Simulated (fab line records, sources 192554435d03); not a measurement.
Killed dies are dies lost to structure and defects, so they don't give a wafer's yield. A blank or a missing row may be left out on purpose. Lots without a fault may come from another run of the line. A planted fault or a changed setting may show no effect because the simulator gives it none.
Chamber matching | flow n5_finfet | N5_BEOL_M10_ETCH_65 on rie_diel-06: 4 sister chambers
The step etches SiARC in CF4, target depth 39 nm, time 65 s. 22 wafers are shown with their chamber, then 11 later ones without.

WAFERS WITH THEIR CHAMBER
wafer  | chamber | showerhead_plenum_p_Torr (Torr) | throttle_valve_pct (%) | oes_product_au (a.u.)
L074.2 | 0       | 2.21                            | 15.77                  | 0.62
L074.3 | 2       | 2.29                            | 15.44                  | 0.80
L074.5 | 3       | 2.04                            | 15.44                  | 0.62
L075.2 | 1       | 2.12                            | 15.97                  | 0.61
L075.3 | 0       | 2.21                            | 15.74                  | 0.62
L075.4 | 2       | 2.29                            | 15.46                  | 0.81
L077.1 | 0       | 2.21                            | 15.77                  | 0.63
L077.2 | 3       | 2.04                            | 15.44                  | 0.62
L077.3 | 1       | 2.12                            | 15.98                  | 0.61
L080.2 | 0       | 2.20                            | 15.76                  | 0.62
L080.3 | 2       | 2.28                            | 15.47                  | 0.78
L080.6 | 2       | 2.28                            | 15.46                  | 0.78
L086.3 | 3       | 2.03                            | 15.52                  | 0.61
L086.5 | 0       | 2.20                            | 15.80                  | 0.61
L086.6 | 3       | 2.03                            | 15.50                  | 0.60
L088.1 | 3       | 2.03                            | 15.50                  | 0.60
L088.4 | 2       | 2.28                            | 15.49                  | 0.76
L088.5 | 3       | 2.03                            | 15.50                  | 0.60
L087.3 | 0       | 2.20                            | 15.81                  | 0.61
L087.4 | 3       | 2.03                            | 15.51                  | 0.60
L087.5 | 2       | 2.28                            | 15.49                  | 0.75
L090.3 | 2       | 2.28                            | 15.50                  | 0.74

SIGNATURES (means of the wafers above)
reading                  | chamber 0 | chamber 1 | chamber 2 | chamber 3 | scatter within a chamber
showerhead_plenum_p_Torr | 2.2050    | 2.1200    | 2.2829    | 2.0329    | 0.00492
throttle_valve_pct       | 15.7750   | 15.9750   | 15.4729   | 15.4871   | 0.0265
oes_product_au           | 0.6183    | 0.6100    | 0.7743    | 0.6071    | 0.0163
Rule: a wafer's distance from a chamber is the root of the sum, over the readings, of the square of ((its reading less the chamber's mean) divided by the reading's scatter). The wafer belongs to the nearest chamber; if the next one is less than 2 further off, it can't be placed. The scatter: the root of (the sum of the squares of (reading less its chamber's mean) over the shown wafers, divided by (wafers less chambers)).

WAFERS WITHOUT THEIR CHAMBER
wafer  | showerhead_plenum_p_Torr (Torr) | throttle_valve_pct (%) | oes_product_au (a.u.)
L090.4 | 2.03                            | 15.49                  | 0.61
L090.5 | 2.20                            | 15.81                  | 0.60
L094.1 | 2.03                            | 15.53                  | 0.59
L094.2 | 2.19                            | 15.83                  | 0.60
L094.4 | 2.11                            | 15.52                  | 0.82
L095.1 | 2.03                            | 15.53                  | 0.60
L095.3 | 2.11                            | 15.51                  | 0.81
L095.6 | 2.11                            | 15.53                  | 0.81
L097.1 | 2.19                            | 15.85                  | 0.59
L097.4 | 2.03                            | 15.54                  | 0.59
L097.6 | 2.03                            | 15.54                  | 0.59

WHICH CHAMBER EACH WENT THROUGH
wafer  | from the rows above     | in truth
L090.4 | 3                       | 3
L090.5 | 0                       | 0
L094.1 | 3                       | 3
L094.2 | 0                       | 0
L094.4 | can't be placed: 3 or 1 | 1
L095.1 | 3                       | 3
L095.3 | can't be placed: 3 or 1 | 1
L095.6 | can't be placed: 3 or 1 | 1
L097.1 | 0                       | 0
L097.4 | 3                       | 3
L097.6 | 3                       | 3
Placed correctly: 8 of 11. Can't be placed from these rows: 3 (the true chamber is among the candidates in 3). Placed wrongly: 0.
